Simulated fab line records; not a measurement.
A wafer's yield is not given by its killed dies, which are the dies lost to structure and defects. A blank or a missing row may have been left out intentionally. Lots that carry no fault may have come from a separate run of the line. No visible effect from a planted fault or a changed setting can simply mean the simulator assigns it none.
Lot-split experiment :: flow n5 finfet :: route with 1938 steps; 7 lots, 21 wafers read

## THE SPLIT ITSELF
At N5_BEOL_M14_EXPOSE_25 (exposes mask M14, target cd 280 nm), the setting dose mj was moved away from the recipe's 26.6 on 5 of the 21 wafers read, by -3.5% to +6.7%. The other wafers ran this setting at the recipe's value.

## FROM THE SPLIT TO THE READING: what the file shows between them, 3 steps
- N5_BEOL_M14_PEB_26: peb time 90 s
- N5_BEOL_M14_DEVELOP_27: develop time 45 s
- N5_BEOL_M14_HARDBAKE_32: time 120 s

## THE READING
Shown in nm: cd nm at N5_BEOL_M14_CD_MEAS_28, with target cd 284.4 nm. On this fab line, fault-free wafers typically give 283.4 nm with a standard deviation of 1.8 nm.

wafer: L074.1
tool, chamber at the split: krf scanner-01, 0
dose mj as run: 26.6
against the recipe: recipe
cd nm, nm: 283.0
against lot-mates on the recipe: -

wafer: L074.3
tool, chamber at the split: krf scanner-01, 0
dose mj as run: 26.6
against the recipe: recipe
cd nm, nm: 285.0
against lot-mates on the recipe: -

wafer: L074.4
tool, chamber at the split: krf scanner-01, 0
dose mj as run: 26.6
against the recipe: recipe
cd nm, nm: 285.2
against lot-mates on the recipe: -

wafer: L079.1
tool, chamber at the split: krf scanner-01, 0
dose mj as run: 27.89
against the recipe: +4.8%
cd nm, nm: 292.9
against lot-mates on the recipe: +10.2

wafer: L079.3
tool, chamber at the split: krf scanner-01, 0
dose mj as run: 27.89
against the recipe: +4.8%
cd nm, nm: 292.8
against lot-mates on the recipe: +10.1

wafer: L079.4
tool, chamber at the split: krf scanner-01, 0
dose mj as run: 26.6
against the recipe: recipe
cd nm, nm: 282.7
against lot-mates on the recipe: -

wafer: L078.1
tool, chamber at the split: krf scanner-01, 0
dose mj as run: 26.6
against the recipe: recipe
cd nm, nm: 280.7
against lot-mates on the recipe: -

wafer: L078.2
tool, chamber at the split: krf scanner-01, 0
dose mj as run: 26.6
against the recipe: recipe
cd nm, nm: 282.7
against lot-mates on the recipe: -

wafer: L078.5
tool, chamber at the split: krf scanner-01, 0
dose mj as run: 26.6
against the recipe: recipe
cd nm, nm: 281.7
against lot-mates on the recipe: -

wafer: L084.1
tool, chamber at the split: krf scanner-02, 0
dose mj as run: 26.6
against the recipe: recipe
cd nm, nm: 281.9
against lot-mates on the recipe: -

wafer: L084.2
tool, chamber at the split: krf scanner-02, 0
dose mj as run: 26.6
against the recipe: recipe
cd nm, nm: 281.4
against lot-mates on the recipe: -

wafer: L084.4
tool, chamber at the split: krf scanner-02, 0
dose mj as run: 28.37
against the recipe: +6.7%
cd nm, nm: 292.2
against lot-mates on the recipe: +10.6

wafer: L085.3
tool, chamber at the split: krf scanner-02, 0
dose mj as run: 26.6
against the recipe: recipe
cd nm, nm: 283.0
against lot-mates on the recipe: -

wafer: L085.4
tool, chamber at the split: krf scanner-02, 0
dose mj as run: 26.6
against the recipe: recipe
cd nm, nm: 281.8
against lot-mates on the recipe: -

wafer: L085.5
tool, chamber at the split: krf scanner-02, 0
dose mj as run: 25.66
against the recipe: -3.5%
cd nm, nm: 277.5
against lot-mates on the recipe: -4.9

wafer: L086.1
tool, chamber at the split: krf scanner-01, 0
dose mj as run: 26.6
against the recipe: recipe
cd nm, nm: 286.1
against lot-mates on the recipe: -

wafer: L086.3
tool, chamber at the split: krf scanner-01, 0
dose mj as run: 25.96
against the recipe: -2.4%
cd nm, nm: 279.7
against lot-mates on the recipe: -5.8

wafer: L086.5
tool, chamber at the split: krf scanner-01, 0
dose mj as run: 26.6
against the recipe: recipe
cd nm, nm: 284.8
against lot-mates on the recipe: -

wafer: L089.3
tool, chamber at the split: krf scanner-02, 0
dose mj as run: 26.6
against the recipe: recipe
cd nm, nm: 287.2
against lot-mates on the recipe: -

wafer: L089.5
tool, chamber at the split: krf scanner-02, 0
dose mj as run: 26.6
against the recipe: recipe
cd nm, nm: 285.2
against lot-mates on the recipe: -

wafer: L089.6
tool, chamber at the split: krf scanner-02, 0
dose mj as run: 26.6
against the recipe: recipe
cd nm, nm: 287.1
against lot-mates on the recipe: -

FIT RESULTS
A straight line over all 21 wafers: cd nm changes by +1.61 nm for each +1% of dose mj; r = +0.89; the points scatter about the line by 2 nm.
The same after taking each lot's own level away (the mean of its wafers on the recipe; 21 wafers): +1.82 nm for each +1%; r = +0.97; scatter 1 nm.
That fit puts the effect of the largest move of dose mj on the reading at 12 nm.
The span of the lots' own levels, 281.65 to 286.50 nm, comes to 2.7 times the standard deviation stated above.
So the lot-to-lot level changes the slope: the two fits differ.
Check: +13.3 nm against its lot-mates is what the line predicts for one of the wafers moved furthest among these (+6.7%) when that wafer is left out of the fit. Against them it came out at +10.6 nm.

## ADDITIONAL SPLITS CARRIED BY THESE WAFERS
Before the reading, these wafers also passed through other splits. Each is held against what the fit with the lots' levels taken away leaves over:
other split on the same wafers: N5_BEOL_M13_DEVELOP_27 develop time s
wafers away from the commonest value: 6
r with cd nm (lot level and that fit taken away): -0.10

other split on the same wafers: N5_BEOL_M14_COAT_66 spin rpm
wafers away from the commonest value: 5
r with cd nm (lot level and that fit taken away): +0.22

## THE WHOLE CHAIN: every reading that the file lists as answering this split, in the file's order
step: N5_BEOL_M14_CD_MEAS_28
what it does: target cd 284.4 nm
reading: cd nm
change (the file's fit): +1.75 nm for each +1% of the setting
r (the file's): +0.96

step: N5_BEOL_M14_DESCUM_33
what it does: chemistry O2, time 7.9 s
reading: BEOL_M14.cd nm (the simulator's own value, which no gauge read)
change (the file's fit): +1.77 nm for each +1% of the setting
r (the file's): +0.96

step: N5_BEOL_M14_ETCH_67
what it does: etches SiARC in CF4, target depth 143 nm, time 238.3 s
reading: BEOL_M14.cd nm (the simulator's own value, which no gauge read)
change (the file's fit): +1.71 nm for each +1% of the setting
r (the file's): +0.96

## FILE'S OWN FIT
cd nm changes by +1.75 nm for each +1% of dose mj, r = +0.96.
